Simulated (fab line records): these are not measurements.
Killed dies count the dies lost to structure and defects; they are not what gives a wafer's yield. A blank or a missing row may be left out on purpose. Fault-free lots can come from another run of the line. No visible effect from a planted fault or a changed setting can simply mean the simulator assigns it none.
Chamber matching ; flow nand-harc ; 3 sister chambers for NHARC_P_CONTACT_DEP_30 on pecvd-03
The step deposits SiNx, target thk 30 nm. 3 wafers are shown with their chamber, then 12 later ones without.

EACH WAFER AND ITS CHAMBER
wafer;chamber;heater-power-w (W)
L092.1;1;583
L093.4;2;767
L093.5;0;886

WAFERS WHOSE CHAMBER IS MISSING
wafer;heater-power-w (W)
L094.1;869
L094.2;548
L094.3;686
L094.4;701
L094.5;869
L094.6;555
L095.4;577
L095.5;810
L095.6;804
L097.2;838
L097.4;767
L097.6;804

EACH ONE'S CHAMBER
wafer;from the rows above;in truth
L094.1;0;0
L094.2;1;1
L094.3;can't be placed: 2 or 1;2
L094.4;can't be placed: 2 or 1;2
L094.5;0;0
L094.6;1;1
L095.4;1;1
L095.5;can't be placed: 2 or 0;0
L095.6;can't be placed: 2 or 0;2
L097.2;can't be placed: 0 or 2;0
L097.4;2;2
L097.6;can't be placed: 2 or 0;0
6 of 12 placed correctly. Can't be placed from these rows: 6 (the true chamber is among the candidates in 6). 0 placed wrongly.
How it was worked out, from the rows above alone: a wafer's distance from a chamber is the root of the sum, over the readings, of the square of ((its reading less the chamber's mean) divided by the reading's scatter). If the next closest chamber is less than 2 further off than the closest, the wafer can't be placed; otherwise it belongs to the closest. A chamber's mean is the mean of its shown wafers. The scatter: with one shown wafer a chamber, the root of the mean of the squares of how far each hidden wafer lies from its nearest shown one.
